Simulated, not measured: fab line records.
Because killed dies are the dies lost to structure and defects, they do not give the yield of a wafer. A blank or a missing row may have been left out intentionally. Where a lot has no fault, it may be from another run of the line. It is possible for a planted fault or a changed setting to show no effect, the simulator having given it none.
The tool behind it: which one? | flow n5 finfet | 11 lots with 31 wafers sampled at 5 steps, on a route of 1938 steps

## WHAT THE GAUGES SHOWED, per wafer
N5_BEOL_M4_RC_MEAS_101.
lot  | measured     | on        | DIBL_N (mV/V)
L953 | day 8 01:49  | prober-01 | 40.2 36.2 35.2
L956 | day 8 19:18  | prober-02 | 33.0 35.9 35.8
L958 | day 9 13:10  | prober-01 | 34.6 39.0 37.8
L959 | day 9 16:16  | prober-02 | 35.2 34.3 34.7
L962 | day 9 21:37  | prober-01 | 39.5 35.5 36.1
L963 | day 10 00:35 | prober-02 | 36.4 36.1
L964 | day 10 21:47 | prober-02 | 35.7 37.9 36.9
L965 | day 11 02:34 | prober-02 | 39.9 36.0
L972 | day 12 22:41 | prober-01 | 36.9 36.8 36.6
L975 | day 13 05:31 | prober-02 | 36.2 34.7 35.2
L976 | day 13 08:58 | prober-02 | 36.2 38.1 38.4

## EACH LOT AND THE TOOL THAT RAN IT (in order: tool; ch and the chambers of the sampled wafers; start)
lot  | N5_BEOL_M3_SURFACE_TREAT_85  | N5_BEOL_M3_CVD_47                | N5_BEOL_M3_ANNEAL_49         | N5_BEOL_M3_SPUTTER_86
L953 | pvd sputter-03, day 7 05:58  | cvd co-01 ch 1,2, day 7 06:02    | pvd sputter-03, day 7 06:26  | pvd sputter-03, day 7 07:01
L956 | pvd sputter-02, day 8 03:45  | cvd co-02 ch 0,1,2, day 8 03:49  | pvd sputter-02, day 8 04:03  | pvd sputter-02, day 8 04:38
L958 | pvd sputter-01, day 8 19:47  | cvd co-01 ch 0,1,2, day 8 19:55  | pvd sputter-01, day 8 20:17  | pvd sputter-01, day 8 20:52
L959 | pvd sputter-03, day 8 23:17  | cvd co-01 ch 0,2, day 8 23:34    | pvd sputter-02, day 9 00:06  | pvd sputter-02, day 9 00:41
L962 | pvd sputter-01, day 9 09:27  | cvd co-02 ch 0,2, day 9 09:31    | pvd sputter-01, day 9 09:47  | pvd sputter-01, day 9 10:22
L963 | pvd sputter-01, day 9 09:34  | cvd co-01 ch 0,2, day 9 09:41    | pvd sputter-03, day 9 10:52  | pvd sputter-03, day 9 11:26
L964 | pvd sputter-01, day 10 07:05 | cvd co-01 ch 0,1,2, day 10 07:22 | pvd sputter-01, day 10 09:22 | pvd sputter-01, day 10 09:56
L965 | pvd sputter-02, day 10 12:10 | cvd co-01 ch 0, day 10 12:18     | pvd sputter-01, day 10 12:42 | pvd sputter-01, day 10 13:17
L972 | pvd sputter-03, day 12 06:51 | cvd co-02 ch 0,2, day 12 07:02   | pvd sputter-03, day 12 07:17 | pvd sputter-03, day 12 07:52
L975 | pvd sputter-02, day 12 16:28 | cvd co-02 ch 0,2, day 12 16:31   | pvd sputter-02, day 12 16:50 | pvd sputter-02, day 12 17:25
L976 | pvd sputter-01, day 12 19:12 | cvd co-02 ch 0,1,2, day 12 19:16 | pvd sputter-02, day 12 19:32 | pvd sputter-02, day 12 20:07
- N5_BEOL_M3_SURFACE_TREAT_85
- N5_BEOL_M3_CVD_47: deposits Co from CCTBA/H2, target thk 3 nm, time 223.8 s.
- N5_BEOL_M3_ANNEAL_49: time 240 s.
- N5_BEOL_M3_SPUTTER_86: material Cu, target thk 4.5 nm, time 8.29 s.

## THE ANSWER, worked out from the rows above alone
Rule: the lots themselves supply what counts as usual. Put in order of their means at a reading, lots are off if they are a third of the lots or fewer, leave a main group of 4 or more, and stand apart from it by a gap of 3 or more times the standard deviation of the main group's means; of several such gaps the widest counts. Not used: any main group whose means are identical at the precision the tables above print for the reading. Also off: a lot with no number at a reading for which 4 or more lots have one. Any other lot the step has rows for is counted as sound.
No lot is off at any reading shown: from this, nothing can be told.

## WHAT HAD BEEN PUT IN BY THE SIMULATOR
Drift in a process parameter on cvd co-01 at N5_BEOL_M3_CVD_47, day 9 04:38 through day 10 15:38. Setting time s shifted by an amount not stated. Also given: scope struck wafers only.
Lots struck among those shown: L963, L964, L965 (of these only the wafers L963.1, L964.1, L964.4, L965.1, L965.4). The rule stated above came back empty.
